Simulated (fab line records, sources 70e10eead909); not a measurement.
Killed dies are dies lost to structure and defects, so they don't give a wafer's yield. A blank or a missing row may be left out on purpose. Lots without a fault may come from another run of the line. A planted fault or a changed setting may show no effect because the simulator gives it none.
Which tool did it? | flow nand_harc | 12 lots, 36 wafers sampled, at 5 steps of a route of 1302

WHAT THE GAUGES READ, wafer by wafer
NHARC_END_SORT_01. Usual: killed_at_array 55, standard deviation 20; killed_at_other 1.1, standard deviation 1.2; killed_at_periphery 3.8, standard deviation 2.8; killed_dies 60, standard deviation 19; killed_open 3.4, standard deviation 1.9; killed_short 2.2, standard deviation 1.5.
lot  | measured     | on        | killed_at_array | killed_at_other | killed_at_periphery | killed_dies | killed_open | killed_short | flag
L843 | day 28 15:43 | prober-01 | 672 674 676     | 1 0 0           | 4 3 1               | 677 677 677 | 3 3 1       | 3 0 2        | OFF
L844 | day 29 11:46 | prober-02 | 672 673 671     | 0 1 1           | 5 3 5               | 677 677 677 | 4 5 6       | 2 0 4        | OFF

WHICH TOOL RAN EACH LOT (tool, then ch and the chambers of the sampled wafers, then the start)
lot  | NHARC_A_SLIT_ETCH_26             | NHARC_A_WL_FILL_ETCHBACK_05       | NHARC_A_WL_FILL_STRIP_27             | NHARC_A_WL_FILL_ETCHBACK_16
L836 | har_etch-01 ch 0,1, day 20 15:45 | rie_metal-01 ch 0,1, day 21 01:21 | plasma_asher-01 ch 0,1, day 21 01:29 | rie_diel-02 ch 1,2,3, day 21 12:05
L837 | har_etch-02 ch 0,1, day 20 16:02 | rie_metal-03 ch 0,1, day 21 01:41 | plasma_asher-01 ch 0,1, day 21 01:50 | rie_diel-03 ch 1,3, day 21 12:07
L843 | har_etch-01 ch 1, day 24 05:18   | rie_metal-03 ch 0, day 24 15:01   | plasma_asher-02 ch 0,1, day 24 15:08 | rie_diel-03 ch 0,2, day 25 04:04
L845 | har_etch-02 ch 0,1, day 24 05:37 | rie_metal-01 ch 0,1, day 24 15:19 | plasma_asher-01 ch 0,1, day 24 15:28 | rie_diel-13 ch 0,1,3, day 25 04:28
L844 | har_etch-02 ch 0,1, day 25 00:40 | rie_metal-01 ch 0, day 25 11:51   | plasma_asher-02 ch 0,1, day 25 11:59 | rie_diel-03 ch 0,1,3, day 25 22:01
L847 | har_etch-02 ch 0,1, day 26 02:08 | rie_metal-02 ch 0,1, day 26 12:46 | plasma_asher-02 ch 0,1, day 26 12:55 | rie_diel-13 ch 1,3, day 26 22:22
L851 | har_etch-02 ch 0,1, day 27 05:26 | rie_metal-03 ch 0,1, day 27 15:08 | plasma_asher-02 ch 0,1, day 27 15:18 | rie_diel-02 ch 1,2,3, day 28 01:18
L853 | har_etch-02 ch 0,1, day 27 19:20 | rie_metal-01 ch 0,1, day 28 04:55 | plasma_asher-02 ch 0,1, day 28 05:03 | rie_diel-13 ch 0,1,2, day 28 18:01
L854 | har_etch-01 ch 0,1, day 27 22:19 | rie_metal-01 ch 0,1, day 28 07:56 | plasma_asher-01 ch 0,1, day 28 08:04 | rie_diel-02 ch 0,2,3, day 28 19:47
L855 | har_etch-02 ch 0, day 28 08:21   | rie_metal-01 ch 0,1, day 28 18:56 | plasma_asher-01 ch 0,1, day 28 19:07 | rie_diel-13 ch 0,1,2, day 29 08:07
L857 | har_etch-01 ch 0,1, day 29 01:31 | rie_metal-03 ch 0,1, day 29 11:26 | plasma_asher-01 ch 0,1, day 29 11:34 | rie_diel-13 ch 2,3, day 29 21:16
L856 | har_etch-02 ch 0,1, day 29 02:43 | rie_metal-01 ch 0, day 29 11:23   | plasma_asher-02 ch 0,1, day 29 11:35 | rie_diel-02 ch 0,1,2, day 29 21:08
- NHARC_A_SLIT_ETCH_26: etches the open film in C4F8/O2/Ar, time 90 s, target depth 400 nm.
- NHARC_A_WL_FILL_ETCHBACK_05: etches the open film in Cl2/BCl3, target depth 22 nm, time 60 s.
- NHARC_A_WL_FILL_STRIP_27: strips in N2/H2, time 20 s.
- NHARC_A_WL_FILL_ETCHBACK_16: etches the open film in C4F8/O2/Ar, target depth 120 nm, time 24 s.

WHAT THE TOOLS THEMSELVES READ (means of the sampled wafers that have a number; where no wafer has one, the mark that the record gives instead)
NHARC_A_SLIT_ETCH_26. Usual: chamber_pressure_mTorr 25.000 mTorr, standard deviation 0.022; drypump_motor_current_A 5.7 A, standard deviation 0.31; showerhead_plenum_p_Torr 3.631 Torr, standard deviation 0.03; throttle_valve_pct 27.620 %, standard deviation 0.0094.
lot  | tool        | chamber_pressure_mTorr (mTorr) | drypump_motor_current_A (A) | showerhead_plenum_p_Torr (Torr) | throttle_valve_pct (%) | flag
L836 | har_etch-01 | 25.016                         | 5.6                         | 3.661                           | 27.631                 |
L837 | har_etch-02 | 24.992                         | 5.6                         | 3.660                           | 27.618                 |
L843 | har_etch-01 | 25.005                         | 5.6                         | 3.598                           | 27.618                 |
L845 | har_etch-02 | 24.970                         | 5.6                         | 3.635                           | 27.611                 |
L844 | har_etch-02 | 24.980                         | 5.6                         | 3.631                           | 27.617                 |
L847 | har_etch-02 | 24.970                         | 5.8                         | 3.631                           | 27.620                 |
L851 | har_etch-02 | 25.010                         | 5.6                         | 3.615                           | 27.622                 |
L853 | har_etch-02 | 24.989                         | 5.6                         | 3.608                           | 27.613                 |
L854 | har_etch-01 | 24.995                         | 5.7                         | 3.587                           | 27.620                 |
L855 | har_etch-02 | 24.976                         | 5.3                         | 3.596                           | 27.617                 |
L857 | har_etch-01 | 24.989                         | 5.6                         | 3.598                           | 27.621                 |
L856 | har_etch-02 | 25.008                         | 5.8                         | 3.606                           | 27.625                 |

NHARC_A_WL_FILL_ETCHBACK_05. Usual: chamber_pressure_mTorr 10.002 mTorr, standard deviation 0.0085; drypump_motor_current_A 5.5 A, standard deviation 0.66; oes_product_au 1.004 a.u., standard deviation 0.0096; run_length_s 81.2 s, standard deviation 0.48.
lot  | tool         | chamber_pressure_mTorr (mTorr) | drypump_motor_current_A (A) | oes_product_au (a.u.) | run_length_s (s) | flag
L836 | rie_metal-01 | 9.994                          | 6.2                         | 1.009                 | 81.0             |
L837 | rie_metal-03 | 10.007                         | 4.9                         | 0.993                 | 81.4             |
L843 | rie_metal-03 | 10.003                         | 5.1                         | 1.006                 | 81.3             |
L845 | rie_metal-01 | 9.994                          | 6.1                         | 0.989                 | 80.8             |
L844 | rie_metal-01 | 10.009                         | 6.4                         | 1.012                 | 81.2             |
L847 | rie_metal-02 | 9.995                          | 5.8                         | 1.007                 | 82.0             |
L851 | rie_metal-03 | 10.002                         | 4.8                         | 0.995                 | 81.4             |
L853 | rie_metal-01 | 10.002                         | 6.2                         | 1.015                 | 80.9             |
L854 | rie_metal-01 | 9.997                          | 6.0                         | 1.013                 | 80.6             |
L855 | rie_metal-01 | 10.008                         | 6.2                         | 1.011                 | 80.7             |
L857 | rie_metal-03 | 10.005                         | 5.0                         | 1.008                 | 81.3             |
L856 | rie_metal-01 | 10.005                         | 6.4                         | 1.015                 | 80.9             |

NHARC_A_WL_FILL_STRIP_27. Usual: drypump_motor_current_A 5.24 A, standard deviation 0.3; heater_power_w 335 W, standard deviation 42.
lot  | tool            | drypump_motor_current_A (A) | heater_power_w (W) | flag
L836 | plasma_asher-01 | 5.48                        | 303                |
L837 | plasma_asher-01 | 5.49                        | 333                |
L843 | plasma_asher-02 | 5.08                        | 358                |
L845 | plasma_asher-01 | 5.46                        | 294                |
L844 | plasma_asher-02 | 5.06                        | 357                |
L847 | plasma_asher-02 | 5.08                        | 342                |
L851 | plasma_asher-02 | 4.91                        | 359                |
L853 | plasma_asher-02 | 5.05                        | 340                |
L854 | plasma_asher-01 | 5.53                        | 330                |
L855 | plasma_asher-01 | 5.51                        | 326                |
L857 | plasma_asher-01 | 5.46                        | 328                |
L856 | plasma_asher-02 | 4.91                        | 364                |

NHARC_A_WL_FILL_ETCHBACK_16. Usual: chamber_pressure_mTorr 24.999 mTorr, standard deviation 0.023; oes_product_au 0.98 a.u., standard deviation 0.034; rf_vpp_V 721 V, standard deviation 3.4; run_length_s 45.1 s, standard deviation 0.44.
lot  | tool        | chamber_pressure_mTorr (mTorr) | oes_product_au (a.u.) | rf_vpp_V (V) | run_length_s (s) | flag
L836 | rie_diel-02 | 25.000                         | 1.00                  | 721          | 45.0             |
L837 | rie_diel-03 | 25.014                         | 0.92                  | 718          | 45.0             |
L843 | rie_diel-03 | 25.010                         | 0.99                  | 719          | 26.1             | OFF
L845 | rie_diel-13 | 24.998                         | 1.00                  | 724          | 45.1             |
L844 | rie_diel-03 | 24.994                         | 0.95                  | 718          | 26.1             | OFF
L847 | rie_diel-13 | 24.988                         | 1.01                  | 725          | 44.8             |
L851 | rie_diel-02 | 24.981                         | 1.00                  | 721          | 44.9             |
L853 | rie_diel-13 | 25.014                         | 1.02                  | 722          | 45.0             |
L854 | rie_diel-02 | 25.004                         | 0.99                  | 725          | 45.3             |
L855 | rie_diel-13 | 24.978                         | 0.94                  | 722          | 45.2             |
L857 | rie_diel-13 | 25.005                         | 1.01                  | 720          | 45.4             |
L856 | rie_diel-02 | 24.964                         | 0.99                  | 721          | 44.7             |

THE ANSWER, worked out from the rows above alone
Rule: a lot is off if the mean of its wafers that have a number lies more than 3 standard deviations from the usual mean. A lot without any number at a reading at which 4 lots or more have one is off too. The other lots that the step has rows for count as sound. The gauges are gone through in route order, then the tools' own readings, and for those a lot's mean is taken as printed above. The first step at which some lot is off is used, and at that step the reading that is off furthest; a lot without a number counts as furthest.
Off: L843, L844, at NHARC_END_SORT_01 (killed_dies). Neither off nor sound, because the step has no rows for them: L836, L837, L845, L847, L851, L853, L854, L855, L857, L856.
A tool fits if, at a process step before that reading, it ran every lot that is off, and no sound lot after the first of them. The gauges at NHARC_END_SORT_01 aren't tried: what is off there is off at NHARC_A_WL_FILL_ETCHBACK_16 too, on other tools, and a gauge's error can't cause that. Can't be told from this: 2 tools fit, plasma_asher-02 at NHARC_A_WL_FILL_STRIP_27, rie_diel-03 at NHARC_A_WL_FILL_ETCHBACK_16.

WHAT THE SIMULATOR HAD PUT IN
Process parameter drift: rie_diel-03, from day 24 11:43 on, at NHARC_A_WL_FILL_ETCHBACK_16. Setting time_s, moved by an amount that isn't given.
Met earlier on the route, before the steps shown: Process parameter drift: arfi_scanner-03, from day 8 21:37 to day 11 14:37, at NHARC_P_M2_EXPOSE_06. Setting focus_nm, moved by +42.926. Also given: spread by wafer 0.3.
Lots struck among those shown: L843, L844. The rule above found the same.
